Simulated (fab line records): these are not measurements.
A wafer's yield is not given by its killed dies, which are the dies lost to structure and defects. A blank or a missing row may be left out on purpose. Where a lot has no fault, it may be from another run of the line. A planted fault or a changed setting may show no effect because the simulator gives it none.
The tool behind it: which one?    flow n5 finfet    22 lots with 66 wafers sampled at 6 steps, on a route of 1938 steps

## WHAT THE GAUGES SHOWED, per wafer
The record lacks any reading of a measuring or inspecting step that a usual standard deviation could be used to judge.

## TOOL THAT RAN EACH LOT (tool first, then ch and the chambers of the sampled wafers, then the start)
lot   N5_MOL_CONTACT_COAG_TI_SIL_19  N5_MOL_CONTACT_COAG_CO_FILL_22    N5_MOL_CONTACT_COAG_DESCUM_88       N5_MOL_CONTACT_COAG_ETCH_89         N5_MOL_CONTACT_COAG_ALD_131        N5_MOL_CONTACT_COAG_ETCH_91
L074  pvd sputter-03, day 4 16:34    cvd co-02 ch 0,2, day 4 19:20     rie diel-05 ch 0,1,2, day 5 02:52   rie diel-05 ch 0,1,2, day 5 02:53   ald sin-02 ch 1,3, day 5 03:01     rie diel-06 ch 0,1,2, day 5 03:20
L075  pvd sputter-01, day 4 22:34    cvd co-02 ch 0,1, day 5 00:04     rie diel-05 ch 1,2, day 5 06:14     rie diel-05 ch 1,2, day 5 06:16     ald sin-01 ch 0,1,3, day 5 06:22   rie diel-06 ch 1,2,3, day 5 06:35
L076  pvd sputter-03, day 5 02:00    cvd co-01 ch 0,2, day 5 03:55     rie diel-06 ch 0,1,3, day 5 09:44   rie diel-06 ch 0,1,3, day 5 09:46   ald sin-03 ch 0,2,3, day 5 09:52   rie diel-06 ch 0,1,2, day 5 10:14
L077  pvd sputter-01, day 5 11:56    cvd co-02 ch 0,2, day 5 14:27     rie diel-04 ch 2,3, day 5 20:11     rie diel-04 ch 2,3, day 5 20:13     ald sin-02 ch 0,1,3, day 5 20:22   rie diel-05 ch 0,1, day 5 20:34
L078  pvd sputter-01, day 5 14:26    cvd co-01 ch 0,1, day 5 15:38     rie diel-05 ch 0,2,3, day 5 21:07   rie diel-05 ch 0,2,3, day 5 21:09   ald sin-02 ch 0,2, day 5 21:15     rie diel-05 ch 0,1,3, day 5 21:28
L080  pvd sputter-02, day 6 07:46    cvd co-02 ch 0,1,2, day 6 09:54   rie diel-05 ch 0,1,3, day 6 17:19   rie diel-05 ch 0,1,3, day 6 17:20   ald sin-02 ch 0,1, day 6 17:26     rie diel-05 ch 1,3, day 6 17:39
L081  pvd sputter-03, day 6 12:01    cvd co-01 ch 0,2, day 6 13:58     rie diel-06 ch 0,1,2, day 7 01:15   rie diel-06 ch 0,1,2, day 7 01:17   ald sin-01 ch 0,3, day 7 01:23     rie diel-05 ch 0,1,3, day 7 01:36
L082  pvd sputter-02, day 7 01:15    cvd co-02 ch 0,1,2, day 7 03:02   rie diel-05 ch 0,3, day 7 11:11     rie diel-05 ch 0,3, day 7 11:14     ald sin-01 ch 0,1,2, day 7 11:20   rie diel-05 ch 2,3, day 7 11:32
L083  pvd sputter-01, day 7 10:02    cvd co-01 ch 0,2, day 7 11:25     rie diel-06 ch 0,1,3, day 7 17:31   rie diel-06 ch 0,1,3, day 7 17:33   ald sin-01 ch 0,1,3, day 7 17:39   rie diel-06 ch 0,1,3, day 7 17:52
L085  pvd sputter-03, day 7 11:23    cvd co-01 ch 1,2, day 7 12:25     rie diel-06 ch 0,1,3, day 7 18:09   rie diel-06 ch 0,1,3, day 7 18:11   ald sin-03 ch 0,1,2, day 7 18:17   rie diel-04 ch 0,1,3, day 7 18:30
L086  pvd sputter-01, day 7 19:49    cvd co-02 ch 0,2, day 7 20:58     rie diel-04 ch 0,2,3, day 8 05:25   rie diel-04 ch 0,2,3, day 8 05:27   ald sin-03 ch 0,1, day 8 06:38     rie diel-04 ch 0,1,3, day 8 06:51
L088  pvd sputter-02, day 8 08:26    cvd co-02 ch 0,1,2, day 8 09:38   rie diel-05 ch 0,3, day 8 17:07     rie diel-05 ch 0,3, day 8 17:09     ald sin-02 ch 0,2, day 8 17:32     rie diel-06 ch 0,1, day 8 17:56
L087  pvd sputter-01, day 8 08:54    cvd co-02 ch 0,2, day 8 12:53     rie diel-06 ch 1,2,3, day 8 18:52   rie diel-06 ch 1,2,3, day 8 18:55   ald sin-02 ch 1,2,3, day 8 19:16   rie diel-05 ch 0,3, day 8 19:28
L089  pvd sputter-03, day 8 17:22    cvd co-02 ch 0,1,2, day 8 18:23   rie diel-05 ch 0,3, day 9 04:02     rie diel-05 ch 0,3, day 9 04:04     ald sin-02 ch 0,1,2, day 9 04:10   rie diel-04 ch 0,1,2, day 9 04:23
L090  pvd sputter-03, day 9 05:01    cvd co-01 ch 0,1,2, day 9 06:28   rie diel-04 ch 1,2,3, day 9 13:06   rie diel-04 ch 1,2,3, day 9 13:08   ald sin-01 ch 0,2,3, day 9 13:14   rie diel-06 ch 1,2,3, day 9 13:46
L091  pvd sputter-02, day 9 06:24    cvd co-01 ch 0,1,2, day 9 08:37   rie diel-04 ch 0,1,3, day 9 17:52   rie diel-04 ch 0,1,3, day 9 17:54   ald sin-02 ch 0,1, day 9 18:02     rie diel-04 ch 0,2,3, day 9 18:25
L092  pvd sputter-02, day 9 18:44    cvd co-02 ch 0,2, day 9 20:20     rie diel-05 ch 1,2,3, day 10 04:29  rie diel-05 ch 1,2,3, day 10 04:31  ald sin-03 ch 0,1,2, day 10 04:38  rie diel-05 ch 0,1, day 10 04:58
L094  pvd sputter-03, day 9 19:06    cvd co-02 ch 0,1, day 9 22:28     rie diel-04 ch 0,1, day 10 05:10    rie diel-04 ch 0,1, day 10 05:11    ald sin-01 ch 1,2,3, day 10 05:17  rie diel-06 ch 0,1,3, day 10 05:32
L093  pvd sputter-01, day 9 20:00    cvd co-01 ch 0,2, day 9 22:37     rie diel-06 ch 0,1, day 10 07:05    rie diel-06 ch 0,1, day 10 07:07    ald sin-02 ch 0,1,2, day 10 07:13  rie diel-05 ch 1,2,3, day 10 07:26
L095  pvd sputter-01, day 10 03:37   cvd co-01 ch 0,1,2, day 10 04:47  rie diel-05 ch 0,3, day 10 12:38    rie diel-05 ch 0,3, day 10 12:40    ald sin-03 ch 0,1,2, day 10 12:46  rie diel-06 ch 0,1,2, day 10 13:10
L096  pvd sputter-03, day 10 07:28   cvd co-02 ch 0,2, day 10 09:20    rie diel-04 ch 1,3, day 10 16:26    rie diel-04 ch 1,3, day 10 16:28    ald sin-01 ch 2,3, day 10 16:34    rie diel-06 ch 1,2, day 10 16:58
L097  pvd sputter-02, day 10 16:48   cvd co-01 ch 0,1, day 10 17:51    rie diel-04 ch 2,3, day 11 02:56    rie diel-04 ch 2,3, day 11 02:58    ald sin-03 ch 1,2,3, day 11 03:07  rie diel-06 ch 0,1,2, day 11 03:20
- N5_MOL_CONTACT_COAG_TI_SIL_19: material Ti, target thk 4.2 nm, time 15 s.
- N5_MOL_CONTACT_COAG_CO_FILL_22: material Co, precursor CCTBA/H2, target thk 20 nm.
- N5_MOL_CONTACT_COAG_DESCUM_88: chemistry O2, time 7 s.
- N5_MOL_CONTACT_COAG_ETCH_89: etches underlayer in N2/H2, target depth 13 nm, time 10.4 s.
- N5_MOL_CONTACT_COAG_ALD_131: deposits SiO2, target thk 5 nm, pulse time 1 s, co reactant pulse time 1 s.
- N5_MOL_CONTACT_COAG_ETCH_91: etches SOC in N2/H2, target depth 60 nm, overetch 21 nm, time 101.2 s.

## WHAT THE TOOLS THEMSELVES READ (means of the sampled wafers that have a number; where no wafer has one, the mark that the record gives instead)
N5_MOL_CONTACT_COAG_TI_SIL_19.
lot   tool            throttle valve pct (%)
L074  pvd sputter-03  30.6
L075  pvd sputter-01  29.7
L076  pvd sputter-03  29.6
L077  pvd sputter-01  29.8
L078  pvd sputter-01  29.6
L080  pvd sputter-02  29.4
L081  pvd sputter-03  30.4
L082  pvd sputter-02  29.3
L083  pvd sputter-01  30.0
L085  pvd sputter-03  30.2
L086  pvd sputter-01  29.5
L088  pvd sputter-02  29.9
L087  pvd sputter-01  30.5
L089  pvd sputter-03  29.8
L090  pvd sputter-03  29.5
L091  pvd sputter-02  29.7
L092  pvd sputter-02  29.1
L094  pvd sputter-03  29.5
L093  pvd sputter-01  29.2
L095  pvd sputter-01  29.1
L096  pvd sputter-03  29.4
L097  pvd sputter-02  29.3

N5_MOL_CONTACT_COAG_CO_FILL_22.
lot   tool       heater power w (W)
L074  cvd co-02  226
L075  cvd co-02  242
L076  cvd co-01  215
L077  cvd co-02  222
L078  cvd co-01  217
L080  cvd co-02  241
L081  cvd co-01  220
L082  cvd co-02  234
L083  cvd co-01  219
L085  cvd co-01  220
L086  cvd co-02  230
L088  cvd co-02  237
L087  cvd co-02  226
L089  cvd co-02  239
L090  cvd co-01  222
L091  cvd co-01  215
L092  cvd co-02  225
L094  cvd co-02  241
L093  cvd co-01  222
L095  cvd co-01  219
L096  cvd co-02  234
L097  cvd co-01  216

N5_MOL_CONTACT_COAG_DESCUM_88.
lot   tool         chamber pressure mTorr (mTorr)  drypump motor current A (A)  oes product au (a.u.)  rf vpp V (V)  showerhead plenum p Torr (Torr)  throttle valve pct (%)
L074  rie diel-05  19.989                          5.8                          0.86                   243.4         2.16                             20.4
L075  rie diel-05  20.009                          5.6                          0.84                   243.0         2.09                             20.4
L076  rie diel-06  20.010                          5.9                          0.81                   244.7         2.18                             20.4
L077  rie diel-04  19.987                          6.3                          0.86                   243.6         2.17                             20.3
L078  rie diel-05  19.996                          5.8                          0.85                   244.1         2.14                             20.0
L080  rie diel-05  20.023                          5.9                          0.80                   244.7         2.20                             20.4
L081  rie diel-06  19.992                          6.3                          0.76                   244.5         2.14                             20.4
L082  rie diel-05  19.976                          6.1                          0.84                   244.6         2.21                             20.1
L083  rie diel-06  19.982                          5.9                          0.79                   244.2         2.18                             20.4
L085  rie diel-06  19.994                          6.0                          0.78                   244.6         2.18                             20.4
L086  rie diel-04  19.986                          5.8                          0.84                   243.6         2.15                             20.5
L088  rie diel-05  19.984                          6.0                          0.76                   243.4         2.18                             20.1
L087  rie diel-06  20.002                          5.8                          0.87                   244.6         2.13                             20.2
L089  rie diel-05  20.007                          6.0                          0.76                   245.1         2.18                             20.1
L090  rie diel-04  20.000                          6.1                          0.77                   244.6         2.16                             20.3
L091  rie diel-04  20.003                          5.7                          0.79                   243.3         2.11                             20.5
L092  rie diel-05  20.003                          5.7                          0.75                   242.5         2.12                             20.4
L094  rie diel-04  20.001                          5.5                          0.74                   243.8         2.11                             20.4
L093  rie diel-06  19.987                          6.4                          0.75                   244.8         2.18                             20.6
L095  rie diel-05  20.004                          6.0                          0.76                   244.7         2.17                             20.1
L096  rie diel-04  19.977                          6.0                          0.72                   244.2         2.13                             20.2
L097  rie diel-04  19.996                          6.3                          0.81                   243.4         2.16                             20.4

N5_MOL_CONTACT_COAG_ETCH_89.
lot   tool         chamber pressure mTorr (mTorr)  drypump motor current A (A)  etch rf on time s (s)  oes product au (a.u.)  rf vpp V (V)  showerhead plenum p Torr (Torr)  throttle valve pct (%)
L074  rie diel-05  30.031                          5.8                          10.22                  0.74                   525.3         2.61                             17.7
L075  rie diel-05  30.019                          5.5                          10.09                  0.72                   524.1         2.55                             17.7
L076  rie diel-06  30.034                          6.0                          10.25                  0.68                   528.3         2.67                             17.9
L077  rie diel-04  30.050                          6.3                          10.19                  0.73                   526.0         2.65                             17.8
L078  rie diel-05  30.007                          5.8                          10.32                  0.71                   526.0         2.59                             17.4
L080  rie diel-05  30.000                          6.0                          10.40                  0.68                   527.0         2.65                             17.6
L081  rie diel-06  29.995                          6.3                          10.22                  0.65                   525.2         2.60                             17.8
L082  rie diel-05  29.981                          6.1                          10.39                  0.72                   527.9         2.65                             17.3
L083  rie diel-06  29.991                          5.9                          10.25                  0.66                   526.8         2.66                             17.9
L085  rie diel-06  29.995                          5.9                          10.23                  0.67                   527.5         2.66                             17.9
L086  rie diel-04  30.007                          5.9                          10.18                  0.72                   525.4         2.59                             17.8
L088  rie diel-05  29.987                          5.9                          10.56                  0.65                   526.6         2.62                             17.3
L087  rie diel-06  30.006                          5.8                          10.26                  0.73                   526.3         2.60                             17.6
L089  rie diel-05  30.021                          6.0                          10.42                  0.65                   527.2         2.62                             17.3
L090  rie diel-04  29.999                          6.1                          10.37                  0.65                   525.9         2.64                             17.9
L091  rie diel-04  30.009                          5.7                          10.24                  0.68                   523.8         2.55                             17.8
L092  rie diel-05  30.013                          5.7                          10.22                  0.65                   525.7         2.57                             17.7
L094  rie diel-04  30.012                          5.6                          10.60                  0.63                   524.5         2.56                             17.8
L093  rie diel-06  29.985                          6.4                          10.33                  0.64                   526.4         2.64                             18.0
L095  rie diel-05  30.011                          6.0                          10.54                  0.64                   526.1         2.61                             17.3
L096  rie diel-04  30.010                          6.0                          10.54                  0.62                   525.8         2.61                             17.9
L097  rie diel-04  29.986                          6.3                          10.10                  0.69                   525.3         2.63                             17.9

N5_MOL_CONTACT_COAG_ALD_131.
lot   tool        heater power w (W)  precursor pulse height rel
L074  ald sin-02  79                  0.987
L075  ald sin-01  80                  0.992
L076  ald sin-03  77                  1.001
L077  ald sin-02  79                  0.997
L078  ald sin-02  83                  1.000
L080  ald sin-02  73                  0.983
L081  ald sin-01  91                  1.013
L082  ald sin-01  68                  0.985
L083  ald sin-01  82                  1.010
L085  ald sin-03  80                  1.000
L086  ald sin-03  87                  1.005
L088  ald sin-02  81                  1.006
L087  ald sin-02  78                  0.993
L089  ald sin-02  78                  1.009
L090  ald sin-01  86                  0.994
L091  ald sin-02  80                  0.987
L092  ald sin-03  81                  1.011
L094  ald sin-01  74                  0.987
L093  ald sin-02  78                  0.996
L095  ald sin-03  79                  0.976
L096  ald sin-01  81                  1.003
L097  ald sin-03  79                  1.013

N5_MOL_CONTACT_COAG_ETCH_91.
lot   tool         chamber pressure mTorr (mTorr)  drypump motor current A (A)  oes product au (a.u.)  rf vpp V (V)  showerhead plenum p Torr (Torr)  throttle valve pct (%)
L074  rie diel-06  30.008                          6.2                          0.65                   525.8         2.60                             17.7
L075  rie diel-06  29.996                          5.8                          0.65                   526.2         2.61                             17.7
L076  rie diel-06  29.977                          6.2                          0.64                   526.4         2.60                             17.7
L077  rie diel-05  30.000                          6.1                          0.74                   528.6         2.67                             17.5
L078  rie diel-05  30.004                          6.0                          0.68                   526.7         2.65                             17.6
L080  rie diel-05  30.005                          5.8                          0.62                   526.1         2.62                             17.6
L081  rie diel-05  29.995                          6.0                          0.67                   527.8         2.65                             17.6
L082  rie diel-05  29.997                          5.7                          0.64                   524.4         2.56                             17.4
L083  rie diel-06  29.988                          6.0                          0.65                   527.3         2.66                             17.9
L085  rie diel-04  29.991                          5.7                          0.67                   523.9         2.56                             17.7
L086  rie diel-04  30.005                          5.7                          0.67                   524.0         2.56                             17.7
L088  rie diel-06  30.000                          6.4                          0.64                   526.7         2.65                             18.0
L087  rie diel-05  30.007                          6.1                          0.69                   526.4         2.65                             17.3
L089  rie diel-04  30.024                          5.7                          0.65                   525.0         2.59                             17.8
L090  rie diel-06  29.973                          5.8                          0.69                   525.6         2.60                             17.6
L091  rie diel-04  29.976                          5.8                          0.69                   524.6         2.58                             17.8
L092  rie diel-05  30.000                          6.1                          0.69                   528.4         2.66                             17.6
L094  rie diel-06  30.014                          6.0                          0.63                   526.4         2.65                             17.9
L093  rie diel-05  29.984                          5.7                          0.63                   524.7         2.57                             17.7
L095  rie diel-06  29.980                          6.2                          0.69                   525.8         2.59                             17.7
L096  rie diel-06  29.994                          6.3                          0.71                   525.8         2.60                             17.5
L097  rie diel-06  30.008                          6.2                          0.67                   525.4         2.59                             17.7

## THE ANSWER, worked out from the rows above alone
Rule: the usual values come from the lots themselves. The widest of any qualifying gaps counts: lots, ordered by their means at a reading, are off when they make up no more than a third of the lots, leave a main group of 4 or more, and stand apart from it by 3 or more times the standard deviation of that group's means. A main group is skipped when, at the precision printed for the reading in the tables above, its means are all equal. A lot without any number at a reading at which 4 lots or more have one is off too. The other lots that the step has rows for count as sound. Order of review: gauges by route order, followed by the tools' own readings, for which a lot's mean as printed above is used. The first step at which some lot is off is used, and at that step the reading that is off furthest; a lot without a number counts as furthest.
Nothing can be told from this: no lot is off at any reading shown.

## WHAT THE SIMULATOR HAD INSERTED
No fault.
